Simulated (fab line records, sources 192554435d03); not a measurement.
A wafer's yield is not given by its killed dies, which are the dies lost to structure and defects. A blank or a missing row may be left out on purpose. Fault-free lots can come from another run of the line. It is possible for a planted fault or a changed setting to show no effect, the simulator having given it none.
Lot-split experiment ; flow n5-finfet ; 21 wafers read from 7 lots, route of 1938 steps

THE SPLIT
At N5_BEOL_M3_EXPOSE_25 (exposes mask V2, defocus 5 nm), the setting dose-mj was moved away from the recipe's 63 on 2 of the 21 wafers read, by +3.6% to +7.4%. This setting was run at the recipe's value on the other wafers.

FROM THE SPLIT TO THE READING: what the file shows between them, 2 steps
- N5_BEOL_M3_PEB_26: peb time 60 s
- N5_BEOL_M3_DEVELOP_27: develop time 30 s

THE READING
cd-nm, in nm, at N5_BEOL_M3_CD_MEAS_28 (target cd 25.7 nm, target cd y 23.3 nm). A value of 25.71 nm with a standard deviation of 0.24 nm is what fault-free wafers of this fab line usually give.

wafer;tool, chamber at the split;dose-mj as run;against the recipe;cd-nm, nm;against lot-mates on the recipe
L074.3;euv-scanner-01, 0;63;recipe;25.77;-
L074.5;euv-scanner-01, 0;63;recipe;25.78;-
L074.6;euv-scanner-01, 0;63;recipe;25.63;-
L076.1;euv-scanner-02, 0;63;recipe;25.93;-
L076.4;euv-scanner-02, 0;63;recipe;26.02;-
L076.6;euv-scanner-02, 0;63;recipe;25.82;-
L079.1;euv-scanner-02, 0;63;recipe;25.86;-
L079.2;euv-scanner-02, 0;63;recipe;26.17;-
L079.6;euv-scanner-02, 0;63;recipe;25.90;-
L082.4;euv-scanner-01, 0;63;recipe;25.80;-
L082.5;euv-scanner-01, 0;63;recipe;25.64;-
L082.6;euv-scanner-01, 0;63;recipe;25.88;-
L085.4;euv-scanner-02, 0;63;recipe;25.71;-
L085.5;euv-scanner-02, 0;63;recipe;25.63;-
L085.6;euv-scanner-02, 0;65.28;+3.6%;26.57;+0.90
L087.1;euv-scanner-01, 0;63;recipe;25.90;-
L087.2;euv-scanner-01, 0;63;recipe;25.98;-
L087.4;euv-scanner-01, 0;63;recipe;25.64;-
L090.2;euv-scanner-02, 0;63;recipe;25.77;-
L090.5;euv-scanner-02, 0;67.65;+7.4%;27.00;+1.35
L090.6;euv-scanner-02, 0;63;recipe;25.53;-

FIT RESULTS
A straight line over all 21 wafers: cd-nm changes by +0.17 nm for each +1% of dose-mj; r = +0.89; the points scatter about the line by 0.16 nm.
The same after taking each lot's own level away (the mean of its wafers on the recipe; 21 wafers): +0.195 nm for each +1%; r = +0.95; scatter 0.12 nm.
Per that fit: largest dose-mj move, reading shift of 1.4 nm.
Across the lots, their own levels run from 25.650 to 25.977 nm, a range of 1.4 times the standard deviation given above.
Hence the slope depends on the lot-to-lot level, as the two fits are not the same.
Check: for one of the wafers moved furthest among these (+7.4%), held out of the fit, the line's prediction against its lot-mates is +1.84 nm. Against them it came out at +1.35 nm.

ADDITIONAL SPLITS CARRIED BY THESE WAFERS
These wafers also went through other splits before the reading. Each is held against what the fit with the lots' levels taken away leaves over:
other split on the same wafers;wafers away from the commonest value;r with cd-nm (lot level and that fit taken away)
N5_BEOL_M1_EXPOSE_08 dose-mj;7;-0.07
N5_BEOL_M3_COAT_67 spin-rpm;9;-0.07

THE FILE'S OWN FIT
cd-nm changes by +0.195 nm for each +1% of dose-mj, r = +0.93.
